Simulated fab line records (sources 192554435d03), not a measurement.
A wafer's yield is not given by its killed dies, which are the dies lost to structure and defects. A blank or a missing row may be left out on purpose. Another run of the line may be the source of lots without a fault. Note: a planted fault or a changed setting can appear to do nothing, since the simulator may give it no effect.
fab line records	flow n5-finfet
[record] lots = 6	wafers = 18	last-day = 16
route steps=1938 shown ZERO_LAYER@12 WELL_APT@20 BEOL_M4@1111 PASSIVATION@1936
lots untouched by any fault: they come from a run of this same line in which no faults occurred
start-h: the number of hours between the record's first day and the start of the first shown wafer of the lot	wait-h: time in hours since the lot's previous step	" same as the row above	L1.1+2: one row covering several wafers at once	- either no value or no given start	* or withheld: withheld	< > ~ a bound
route shown NAME@n: names a module that has steps shown in the file, with the first one's number in the route	usual: mean and standard deviation over wafers with no fault	same: alike in all rows	chamber/n: place in a boat	sites: readings site by site	_std_site: the values' standard deviation	_edge_site: the outer-site mean with the inner-site mean subtracted	radius-mm: how far each site lies from the wafer's centre	mask NAME#n: copy n	behind: the tool/chamber that last shaped the wafer	hold: why the lot went on hold/how many hours it stayed there/how the hold came to an end	device: the transistor (n, p or np) that didn't switch	end of line: the tests these same wafers got at the end of their route	step lacking rows: just its recipe	killed: dies that structure and defects cost at the first sort, which is not the same as the wafer's yield	map: a wafer's dies, x killed, . not, _ none there
set.NAME: the setting as run; set.NAME@STEP: as run at that earlier step	model.NAME: the simulator's own value behind a step, which no gauge read
lots seen at some steps along the route; tables by step, rows by wafer
services: a tool's chamber out of use, with start hour (start-h, from the record's first day; less than 0 if before it), hours out, and reason
[[steps]]
[step N5_ZERO_LAYER_HARDBAKE_23]
[recipe] temp-c = 130	time-s = 120
[step N5_ZERO_LAYER_CD_MEAS_11]
[recipe] target-cd-nm = 2000	landing-energy-ev = 500	detector = se-inlens
[usual] cd-nm = 2001.1/2.7
lot.wafer	tool	chamber	start-h	wait-h	cd-nm
L839.2	cd-sem-02	0	36.64	-	1999.3
L839.4	"	0	"	"	1998.6
L839.6	"	0	"	"	2001.4
L840.1	cd-sem-01	0	42.65	-	2003.5
L840.2	"	0	"	"	2002.1
L840.3	"	0	"	"	2000.7
L848.1	cd-sem-03	0	90.67	-	2002.0
L848.3	"	0	"	"	2004.0
L848.6	"	0	"	"	2000.2
L849.3	cd-sem-01	0	96.64	-	2000.7
L849.5	"	0	"	"	2002.4
L849.6	"	0	"	"	2002.9
L853.1	cd-sem-01	0	120.79	-	1999.3
L853.3	"	0	"	"	2001.6
L853.5	"	0	"	"	2005.8
L855.1	cd-sem-01	0	132.64	-	2001.9
L855.3	"	0	"	"	1999.4
L855.6	"	0	"	"	2000.9
[step N5_ZERO_LAYER_DESCUM_16]
[recipe] chemistry = O2	time-s = 7.9	source-power-w = 50	bias-power-w = 20	pressure-mtorr = 20	rf-frequency-hz = 2.712e+07	temp-c = 40	o2-flow-sccm = 225
[usual] drypump-motor-current-A = 5.8/0.43	oes-product-au = 0.76/0.087	rf-vpp-V = 243.1/1.5	showerhead-plenum-p-Torr = 2.10/0.092	temp-c = 39.99/0.11	throttle-valve-pct = 20.4/0.32
[same] time-s = 7.9
lot.wafer	tool	chamber	start-h	wait-h	drypump-motor-current-A	oes-product-au	rf-hours-counter-h	rf-vpp-V	showerhead-plenum-p-Torr	temp-c	throttle-valve-pct
L839.2	rie-diel-01	3	36.68	0.0	6.0	0.69	186	240.2	2.00	39.98	20.3
L839.4	"	0	"	"	5.7	0.66	240	244.6	2.13	40.11	20.0
L839.6	"	0	"	"	5.6	0.66	-	243.0	2.13	39.98	20.0
L840.1	rie-diel-01	2	42.68	0.0	5.4	0.77	167	242.0	1.97	39.91	20.1
L840.2	"	3	"	"	6.0	0.70	188	241.9	2.00	40.02	20.3
L840.3	"	0	"	"	5.6	0.66	241	244.6	2.13	39.92	20.0
L848.1	rie-diel-02	3	90.71	0.0	6.2	0.72	190	241.6	2.00	40.04	20.6
L848.3	"	1	"	"	5.8	0.94	3	245.3	2.24	39.80	19.9
L848.6	"	0	"	"	5.8	0.74	-	245.0	2.19	40.19	20.5
L849.3	rie-diel-06	1	96.71	0.1	6.5	0.96	8	242.0	2.07	40.03	20.3
L849.5	"	2	"	"	6.1	0.73	-	241.9	2.02	39.87	20.9
L849.6	"	3	"	"	5.8	1.01	-	243.0	2.07	40.15	20.4
L853.1	rie-diel-01	1	120.83	0.0	5.5	0.75	166	244.7	2.21	40.01	20.8
L853.3	"	0	"	"	5.7	0.93	9	242.6	2.12	39.73	19.7
L853.5	"	0	"	"	5.7	0.93	-	243.5	2.12	39.80	19.7
L855.1	rie-diel-02	1	132.68	0.0	5.7	0.90	16	244.3	2.24	40.06	20.0
L855.3	"	2	"	"	5.1	0.82	71	242.3	2.11	39.96	20.4
L855.6	"	2	"	"	5.1	0.82	-	242.1	2.11	39.98	20.4
[step N5_ZERO_LAYER_ETCH_17]
[recipe] chemistry = CF4	target = SiO2	target-depth-a = 120	time-s = 13.3	ion-energy-ev = 350	pressure-mtorr = 40	source-w = 450	bias-w = 215	Ar_flow_sccm = 100	cf4-flow-sccm = 100
[usual] bias-w = 215.0/0.6	drypump-motor-current-A = 5.8/0.42	oes-product-au = 0.76/0.087	rf-vpp-V = 949/5.1	showerhead-plenum-p-Torr = 2.14/0.075	throttle-valve-pct = 15.61/0.23
[same] time-s = 13.3
lot.wafer	tool	chamber	start-h	wait-h	bias-w	drypump-motor-current-A	oes-product-au	rf-hours-counter-h	rf-vpp-V	showerhead-plenum-p-Torr	throttle-valve-pct
L839.2	rie-diel-01	3	36.72	0.0	216.1	6.0	0.69	186	943	2.04	15.60
L839.4	"	0	"	"	214.3	5.6	0.67	240	952	2.19	15.52
L839.6	"	0	"	"	215.5	5.7	0.68	-	952	2.19	15.50
L840.1	rie-diel-01	2	42.72	0.0	215.5	5.5	0.74	167	943	2.06	15.61
L840.2	"	3	"	"	214.9	6.0	0.69	188	943	2.04	15.61
L840.3	"	0	"	"	215.9	5.7	0.67	241	952	2.19	15.51
L848.1	rie-diel-02	3	90.75	0.0	214.3	6.2	0.72	190	942	2.05	15.84
L848.3	"	1	"	"	214.6	5.7	0.93	3	957	2.27	15.12
L848.6	"	0	"	"	214.7	5.8	0.70	-	955	2.20	15.55
L849.3	rie-diel-06	1	96.75	0.0	215.7	6.5	0.95	8	948	2.11	15.29
L849.5	"	2	"	"	214.3	6.1	0.72	-	944	2.05	15.99
L849.6	"	3	"	"	215.4	5.7	0.95	-	946	2.11	15.42
L853.1	rie-diel-01	1	120.86	0.0	214.8	5.5	0.75	166	953	2.22	15.80
L853.3	"	0	"	"	213.9	5.6	0.95	9	951	2.18	15.02
L853.5	"	0	"	"	214.4	5.7	0.95	-	951	2.18	15.04
L855.1	rie-diel-02	1	132.72	0.0	215.2	5.7	0.90	16	957	2.27	15.14
L855.3	"	2	"	"	214.9	5.1	0.80	71	952	2.17	15.61
L855.6	"	2	"	"	215.1	5.1	0.79	-	951	2.16	15.62
[step N5_ZERO_LAYER_ETCH_18]
[recipe] chemistry = HBr/Cl2	target = Si	target-depth-a = 1200	time-s = 40	pressure-mtorr = 10	icp-w = 800	bias-w = 75	HBr_flow_sccm = 150	Cl2_flow_sccm = 80
[usual] bias-w = 75.01/0.2	drypump-motor-current-A = 5.7/0.62	oes-product-au = 0.997/0.015	throttle-valve-pct = 36.3/0.44
[same] time-s = 40
lot.wafer	tool	chamber	start-h	wait-h	bias-w	drypump-motor-current-A	oes-product-au	rf-hours-counter-h	throttle-valve-pct
L839.2	rie-si-06	2	36.79	0.0	74.96	6.2	0.980	200	37.1
L839.4	"	3	"	"	75.16	6.2	0.982	38	35.6
L839.6	"	0	"	"	75.05	5.4	1.022	-	36.0
L840.1	rie-si-06	2	42.79	0.0	74.94	6.2	0.978	200	37.1
L840.2	"	3	"	"	75.04	6.2	0.972	38	35.6
L840.3	"	1	"	"	75.12	5.4	0.999	76	37.0
L848.1	rie-si-04	2	90.82	0.0	75.25	5.9	0.994	168	35.8
L848.3	"	3	"	"	74.77	6.1	0.991	76	35.8
L848.6	"	1	"	"	74.73	4.6	0.986	-	37.0
L849.3	rie-si-03	3	96.82	0.0	74.85	6.5	0.986	178	36.3
L849.5	"	0	"	"	74.93	5.0	1.023	-	36.5
L849.6	"	3	"	"	75.05	6.5	0.980	-	36.3
L853.1	rie-si-04	2	120.94	0.0	74.98	5.8	0.992	169	35.7
L853.3	"	0	"	"	74.62	5.2	1.001	77	36.1
L853.5	"	3	"	"	74.86	6.1	0.995	-	35.8
L855.1	rie-si-03	0	132.79	0.0	74.84	5.0	1.025	3	36.5
L855.3	"	2	"	"	74.86	6.5	1.016	0	36.5
L855.6	"	0	"	"	75.25	5.0	1.018	-	36.5
[step N5_ZERO_LAYER_STRIP_24]
[recipe] chemistry = O2	power-w = 1000	temp-c = 250	overash-fraction = 0.3	pressure-mtorr = 1000	o2-flow-sccm = 6750
[usual] drypump-motor-current-A = 5.9/0.31	heater-power-w = 351/65	oes-product-au = 0.647/0.0045	strip-time-to-endpoint-s = 43.91/0.097	temp-c = 250.02/0.15
lot.wafer	tool	chamber	start-h	wait-h	drypump-motor-current-A	heater-power-w	oes-product-au	rf-hours-counter-h	strip-time-to-endpoint-s	temp-c
L839.2	plasma-asher-01	1	36.89	0.1	5.5	413	0.643	81	43.87	249.91
L839.4	"	0	"	"	5.6	255	0.649	-	43.78	249.94
L839.6	"	1	"	"	5.6	412	0.648	-	43.87	250.18
L840.1	plasma-asher-01	0	42.90	0.1	5.6	261	0.650	82	43.95	249.99
L840.2	"	1	"	"	5.6	426	0.640	82	43.94	249.88
L840.3	"	0	"	"	5.6	258	0.649	-	44.01	250.07
L848.1	plasma-asher-02	1	90.92	0.1	6.2	328	0.651	39	44.10	250.06
L848.3	"	1	"	"	6.2	334	0.656	-	44.20	250.00
L848.6	"	0	"	"	6.3	410	0.641	-	44.06	250.10
L849.3	plasma-asher-01	0	96.95	0.1	5.6	254	0.647	-	43.91	249.94
L849.5	"	1	"	"	5.6	403	0.641	-	43.86	249.87
L849.6	"	0	"	"	5.6	260	0.650	-	44.02	249.92
L853.1	plasma-asher-02	0	121.04	0.1	6.3	405	0.649	45	43.73	249.98
L853.3	"	0	"	"	6.3	398	0.644	-	43.75	250.04
L853.5	"	1	"	"	6.2	327	0.643	-	43.81	249.96
L855.1	plasma-asher-02	1	132.90	0.1	6.2	336	0.634	47	43.91	249.53
L855.3	"	1	"	"	6.2	337	0.645	-	43.78	249.96
L855.6	"	1	"	"	6.2	333	0.641	-	43.82	249.96
[step N5_ZERO_LAYER_STRIP_19]
[recipe] chemistry = SPM	time-s = 900	temp-c = 130	h2so4-h2o2-vol-ratio = 4	dry = ipa-marangoni
[step N5_ZERO_LAYER_INSPECT_20]
[recipe] inspect-instrument = darkfield	mode = post-clean
[usual] raw-defect-count = 33/14
lot.wafer	tool	chamber	start-h	wait-h	raw-defect-count
L839.2	defect-inspect-02	-	37.26	0.0	16
L839.4	"	-	"	"	44
L839.6	"	-	"	"	20
L840.1	defect-inspect-01	-	43.26	0.0	33
L840.2	"	-	"	"	24
L840.3	"	-	"	"	21
L848.1	defect-inspect-01	-	91.28	0.0	30
L848.3	"	-	"	"	13
L848.6	"	-	"	"	35
L849.3	defect-inspect-01	-	97.29	0.0	41
L849.5	"	-	"	"	32
L849.6	"	-	"	"	29
L853.1	defect-inspect-01	-	121.42	0.0	34
L853.3	"	-	"	"	24
L853.5	"	-	"	"	19
L855.1	defect-inspect-02	-	133.26	0.0	19
L855.3	"	-	"	"	13
L855.6	"	-	"	"	25
[step N5_WELL_APT_HMDS_01]
[recipe] time-s = 60	temp-c = 120
[step N5_WELL_APT_COAT_02]
[recipe] spin-rpm = 1357	resist-thk-nm = 950
[step N5_WELL_APT_EBR_04]
[recipe] solvent = PGMEA	ebr-width-mm = 1.5
[step N5_WELL_APT_SOFTBAKE_03]
[recipe] temp-c = 130	time-s = 60
[step N5_WELL_APT_EXPOSE_05]
[recipe] mask-id = NWELL	na = 0.8	source-shape = conventional	sigma-outer = 0.8	polarization = unpolarized	defocus-nm = 0	target-cd-nm = 200	dose-mj = 20.3
lot.wafer	tool	chamber	start-h	wait-h	mask	model.WELL_APT.overlay-x-nm
L839.2+4+6	krf-scanner-02	0	37.52	-	NWELL#0	2.923
L840.1+2+3	krf-scanner-01	0	43.52	-	NWELL#0	-0.6209
L848.1+3+6	krf-scanner-02	0	91.54	-	NWELL#0	21.68
L849.3+5+6	krf-scanner-02	0	97.43	-	NWELL#0	21.15
L853.1+3+5	krf-scanner-01	0	121.68	-	NWELL#0	-1.607
L855.1+3+6	krf-scanner-01	0	133.39	-	NWELL#0	-3.516
[step N5_WELL_APT_PEB_06]
[recipe] peb-temp-c = 130	peb-time-s = 90
[step N5_WELL_APT_DEVELOP_07]
[recipe] develop-time-s = 45	rinse-liquid = surfactant-rinse	dry = air-spin	dev-temp-c = 21
[step N5_WELL_APT_HARDBAKE_12]
[recipe] temp-c = 130	time-s = 120
[step N5_WELL_APT_CD_MEAS_08]
[recipe] target-cd-nm = 200	landing-energy-ev = 500	detector = se-inlens
[usual] cd-nm = 199.7/2.3
lot.wafer	tool	chamber	start-h	wait-h	cd-nm
L839.2	cd-sem-01	0	37.69	-	200.8
L839.4	"	0	"	"	197.0
L839.6	"	0	"	"	199.9
L840.1	cd-sem-02	0	43.69	-	199.3
L840.2	"	0	"	"	199.4
L840.3	"	0	"	"	199.9
L848.1	cd-sem-01	0	91.71	-	201.0
L848.3	"	0	"	"	202.6
L848.6	"	0	"	"	205.6
L849.3	cd-sem-03	0	97.59	-	201.6
L849.5	"	0	"	"	202.5
L849.6	"	0	"	"	201.6
L853.1	cd-sem-01	0	121.85	-	202.1
L853.3	"	0	"	"	203.1
L853.5	"	0	"	"	201.1
L855.1	cd-sem-01	0	133.56	-	197.9
L855.3	"	0	"	"	197.7
L855.6	"	0	"	"	200.6
[step N5_WELL_APT_OVL_MEAS_09]
[recipe] points-per-wafer = 44
[usual] NWELL_OVL = -5/5.5
lot.wafer	tool	chamber	start-h	wait-h	NWELL_OVL[nm]
L839.2	overlay-02	0	37.71	0.0	-6
L839.4	"	0	"	"	-6
L839.6	"	0	"	"	3
L840.1	overlay-01	0	43.72	0.0	-1
L840.2	"	0	"	"	-2
L840.3	"	0	"	"	-5
L848.1	overlay-02	0	91.74	0.0	29
L848.3	"	0	"	"	17
L848.6	"	0	"	"	21
L849.3	overlay-02	0	97.62	0.0	17
L849.5	"	0	"	"	23
L849.6	"	0	"	"	27
L853.1	overlay-02	0	121.88	0.0	-9
L853.3	"	0	"	"	-6
L853.5	"	0	"	"	-11
L855.1	overlay-02	0	133.59	0.0	-5
L855.3	"	0	"	"	-11
L855.6	"	0	"	"	-4
[step N5_WELL_APT_INSPECT_10]
[recipe] mode = adi	inspect-instrument = macro
[usual] raw-defect-count = 2.2/1.6
lot.wafer	tool	chamber	start-h	wait-h	raw-defect-count
L839.2	defect-inspect-02	-	37.74	0.0	3
L839.4	"	-	"	"	1
L839.6	"	-	"	"	3
L840.1	defect-inspect-01	-	43.75	0.0	3
L840.2	"	-	"	"	2
L840.3	"	-	"	"	2
L848.1	defect-inspect-01	-	91.77	0.0	1
L848.3	"	-	"	"	4
L848.6	"	-	"	"	4
L849.3	defect-inspect-02	-	97.65	0.0	4
L849.5	"	-	"	"	0
L849.6	"	-	"	"	5
L853.1	defect-inspect-01	-	121.91	0.0	1
L853.3	"	-	"	"	2
L853.5	"	-	"	"	2
L855.1	defect-inspect-02	-	133.62	0.0	1
L855.3	"	-	"	"	2
L855.6	"	-	"	"	4
[step N5_BEOL_M4_RC_MEAS_101]
[usual] DIBL_N = 35.0/2.4	DIBL_P = 35.4/2.8	IOFF_N = 0.14/0.045	IOFF_P = 0.20/0.048	ION_N = 667/19	ION_P = 460/11	SS_N = 71.2/0.71	SS_P = 73.1/0.86	VT_N = 252/4.6	VT_P = -251/3.4
lot.wafer	tool	chamber	start-h	wait-h	DIBL_N[mV/V]	DIBL_P[mV/V]	IOFF_N[nA/um]	IOFF_P[nA/um]	ION_N[uA/um]	ION_P[uA/um]	SS_N[mV/dec]	SS_P[mV/dec]	VT_N[mV]	VT_P[mV]
L839.2	prober-01	0	185.67	0.2	33.6	34.5	0.11	0.18	668	467	70.5	72.4	253	-252
L839.4	"	0	"	"	41.9	43.1	0.30	0.35	703	477	73.3	75.1	239	-244
L839.6	"	0	"	"	38.1	38.7	0.17	0.22	682	470	72.4	73.9	252	-249
L840.1	prober-02	0	195.73	0.0	34.9	35.8	0.16	0.21	684	469	71.4	73.3	249	-248
L840.2	"	0	"	"	35.5	35.6	0.18	0.22	697	476	70.5	73.4	247	-249
L840.3	"	0	"	"	33.9	34.2	0.15	0.19	687	471	70.2	73.1	249	-249
L848.1	prober-01	0	238.51	0.0	35.7	33.7	0.11	0.15	653	450	71.1	72.5	257	-256
L848.3	"	0	"	"	37.5	38.1	0.17	0.22	687	468	71.6	73.8	247	-252
L848.6	"	0	"	"	39.4	38.4	0.18	0.22	683	460	72.2	73.1	246	-250
L849.3	prober-01	0	256.69	0.3	35.2	35.2	0.13	0.18	679	466	70.7	72.3	251	-252
L849.5	"	0	"	"	32.5	32.6	0.11	0.15	666	463	70.6	72.1	254	-255
L849.6	"	0	"	"	34.5	34.6	0.13	0.17	671	465	70.3	72.3	252	-256
L853.1	prober-02	0	281.87	0.0	33.3	33.2	0.12	0.18	674	467	71.2	72.3	253	-253
L853.3	"	0	"	"	35.8	35.9	0.15	0.21	665	457	71.1	72.7	251	-249
L853.5	"	0	"	"	35.5	35.8	0.13	0.21	646	449	71.6	72.9	253	-251
L855.1	prober-01	0	282.17	0.0	31.6	32.4	0.09	0.17	640	443	70.0	72.8	258	-252
L855.3	"	0	"	"	36.1	37.6	0.15	0.22	690	472	71.2	73.7	252	-250
L855.6	"	0	"	"	32.0	30.9	0.08	0.14	655	453	70.7	72.6	259	-257
[step N5_PASSIVATION_PROBE_49]
[usual] defect-limited-yield = 91.7/1.4	killed_at_M0_to_M3 = 32/9.7	killed_at_M4_up = 14/5.5	killed-at-contacts = 13/6.1	killed-at-front-end = 35/10	killed-at-other = 4.2/2.9	killed-dies = 98/17	killed-open = 63/12	killed-short = 32/7.7	sort_bin_4_leakage = 0.0/0.33	sort_bin_5_function = 4.8/0.9	sort_bin_6_memory = 3.1/0.63	sort_bin_8_speed = 1/3.3	sort-n-pass = 1073/41	sort-yield-pct = 91/3.5
[same] gross-dies = 1180	killed-at-back-side = 0
lot.wafer	tool	chamber	start-h	wait-h	defect-limited-yield[%]	killed_at_M0_to_M3	killed_at_M4_up	killed-at-contacts	killed-at-front-end	killed-at-other	killed-dies	killed-open	killed-short	sort_bin_4_leakage[%]	sort_bin_5_function[%]	sort_bin_6_memory[%]	sort_bin_8_speed[%]	sort-n-pass	sort-yield-pct[%]
L839.6	prober-02	-	291.73	0.3	91.9	44	7	12	27	5	95	70	25	0	4.2	3.6	0	1085	92
L848.1	prober-02	-	342.05	0.0	90.3	50	11	8	35	10	114	66	48	0	5.8	3.6	0	1066	90
L848.3	prober-02	-	342.15	0.1	92.3	18	17	13	37	6	91	52	37	0	4.4	3.1	0	1089	92
L848.6	prober-02	-	342.30	0.3	91.2	32	12	5	47	8	104	69	33	0	4.5	4.1	0	1076	91
L849.3	prober-02	-	373.72	0.1	92.6	39	20	6	18	4	87	68	19	0	4.4	2.7	0	1093	93
L849.5	prober-02	-	373.82	0.2	91.4	35	20	12	32	2	101	67	29	0	5.4	2.8	0	1079	91
L849.6	prober-02	-	373.87	0.3	90.9	39	15	14	36	3	107	65	42	0	5.1	3.6	0	1073	91
L855.1	prober-01	-	389.24	0.0	92.5	35	9	4	39	1	88	52	36	0	4.2	2.7	5	1038	88
L855.3	prober-01	-	389.34	0.1	92.1	31	10	21	30	1	93	56	30	0	4.9	2.5	0	1087	92
L855.6	prober-01	-	389.49	0.3	92.8	22	22	10	23	8	85	59	26	0	4.4	2.8	0	1094	93
// killed by level:class
L839.6 MOL_CONTACT_COAG:geometric-particle:open=11 BEOL_M1:geometric-particle:open=11 BEOL_M0_SAQP:geometric-particle:open=7 BEOL_M0_SAQP:geometric-particle:short=7 BEOL_M3:geometric-particle:open=7 STI_FIN_REVEAL:geometric-particle:open=6 BEOL_M2:geometric-particle:open=6 FIN_SAQP:geometric-particle:open=4
L848.1 BEOL_M1:geometric-particle:open=10 FIN_SAQP:geometric-particle:short=8 FIN_SAQP:geometric-particle:open=8 BEOL_M0:geometric-particle:short=8 BEOL_M0_SAQP:geometric-particle:short=7 BEOL_M2:geometric-particle:open=7 BEOL_M0_SAQP:geometric-particle:open=6 MOL_CONTACT_COAG:geometric-particle:open=5
L848.3 MOL_CONTACT_COAG:geometric-particle:open=10 BEOL_M4:geometric-particle:open=10 FIN_SAQP:geometric-particle:short=9 FIN_SAQP:geometric-particle:open=6 BEOL_M0_SAQP:geometric-particle:short=6 DUMMY_GATE:geometric-particle:open=4 ILD0:geometric-particle:short=4 STARTING-WAFER:geometric-particle:short=4
L848.6 FIN_SAQP:geometric-particle:open=13 DUMMY_GATE:geometric-particle:open=9 BEOL_M2:geometric-particle:open=8 BEOL_M0_SAQP:geometric-particle:open=5 MOL_CONTACT_COAG:geometric-particle:open=5 BEOL_M1:geometric-particle:open=5 FIN_SAQP:geometric-particle:short=4 BEOL_M0_SAQP:geometric-particle:short=4
L849.3 BEOL_M4:geometric-particle:open=12 BEOL_M1:geometric-particle:open=11 BEOL_M3:geometric-particle:open=9 BEOL_M0_SAQP:geometric-particle:open=7 MOL_CONTACT_COAG:geometric-particle:open=6 BEOL_M3:geometric-particle:short=6 STI_FIN_REVEAL:geometric-particle:open=4 DUMMY_GATE:geometric-particle:open=3
L849.5 BEOL_M3:geometric-particle:open=12 MOL_CONTACT_COAG:geometric-particle:open=12 BEOL_M3:geometric-particle:short=10 BEOL_M4:geometric-particle:open=9 FIN_SAQP:geometric-particle:short=6 FIN_SAQP:geometric-particle:open=6 STI_FIN_REVEAL:geometric-particle:open=4 BEOL_M1:geometric-particle:open=4
L849.6 MOL_CONTACT_COAG:geometric-particle:open=12 STI_FIN_REVEAL:geometric-particle:open=10 BEOL_M3:geometric-particle:short=10 BEOL_M3:geometric-particle:open=8 BEOL_M1:geometric-particle:short=6 BEOL_M4:geometric-particle:open=6 BEOL_M1:geometric-particle:open=5 GATE_CUT:geometric-particle:short=4
L855.1 STI_FIN_REVEAL:geometric-particle:open=10 BEOL_M0_SAQP:geometric-particle:short=9 BEOL_M0_SAQP:geometric-particle:open=9 GATE_CUT:geometric-particle:short=8 FIN_SAQP:geometric-particle:short=6 BEOL_M1:geometric-particle:open=5 STARTING-WAFER:geometric-particle:open=5 BEOL_M2:geometric-particle:open=4
L855.3 MOL_CONTACT_COAG:geometric-particle:open=19 BEOL_M0_SAQP:geometric-particle:short=9 GATE_CUT:geometric-particle:short=8 BEOL_M0_SAQP:geometric-particle:open=7 BEOL_M2:geometric-particle:open=7 FIN_CUT:area-etch=6 BEOL_M4:geometric-particle:open=5 BEOL_M3:geometric-particle:open=3
L855.6 BEOL_M4:geometric-particle:open=13 MOL_CONTACT_COAG:geometric-particle:open=8 BEOL_M0_SAQP:geometric-particle:short=5 BEOL_M0_SAQP:geometric-particle:open=4 BEOL_M1:geometric-particle:open=4 FIN_SAQP:geometric-particle:open=3 FIN_CUT:geometric-particle:open=3 STI_FIN_REVEAL:geometric-particle:open=3
[[services]]
tool	chamber	start-h	hours	kind
plasma-asher-01	-	23.24	5.6	repair
krf-scanner-02	0	38.15	-	calibration
krf-scanner-02	-	42.81	0.8	pm
plasma-asher-02	-	53.34	2.8	pm
rie-diel-02	1	53.65	-	clean
rie-diel-02	1	53.65	-	consumable-replace:focus-ring
rie-diel-02	1	53.65	-	consumable-replace:showerhead
rie-diel-02	1	53.65	24.2	scheduled-down
rie-diel-02	1	53.65	24.2	vent-cycle
krf-scanner-02	-	56.12	3.6	pm
rie-si-04	0	58.30	1.6	repair
krf-scanner-01	-	68.58	0.8	pm
krf-scanner-02	-	72.02	1.3	repair
rie-diel-01	0	75.93	-	clean
rie-diel-01	0	75.93	-	consumable-replace:focus-ring
rie-diel-01	0	75.93	18.9	scheduled-down
rie-diel-01	0	75.93	18.9	vent-cycle
rie-diel-02	2	80.85	8.0	repair
krf-scanner-02	-	88.88	1.0	pm
rie-si-04	2	92.59	0.9	repair
krf-scanner-02	-	100.46	0.6	repair
rie-si-03	-	107.26	0.1	repair
krf-scanner-02	-	110.40	4.0	pm
krf-scanner-01	-	117.57	1.0	pm
[[key]]
[first-sign] step = N5_WELL_APT_OVL_MEAS_09	reading = NWELL_OVL	direction = up	sigmas = 4.8	usual = -5	struck = 22
effect none on later readings
[model-effect] step = N5_WELL_APT_EXPOSE_05	value = WELL_APT.overlay-x-nm	without = 0.7341	struck = 21.42
met-at N5_WELL_APT_EXPOSE_05
struck-wafers L848.1,L848.3,L848.6,L849.3,L849.5,L849.6
onset-between 37.52 91.54
[fault] kind = scanner-matching-overlay	tool = krf-scanner-02	chamber = -	onset-h = 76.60	steps = N5_WELL_APT_EXPOSE_05	offset = 20.684
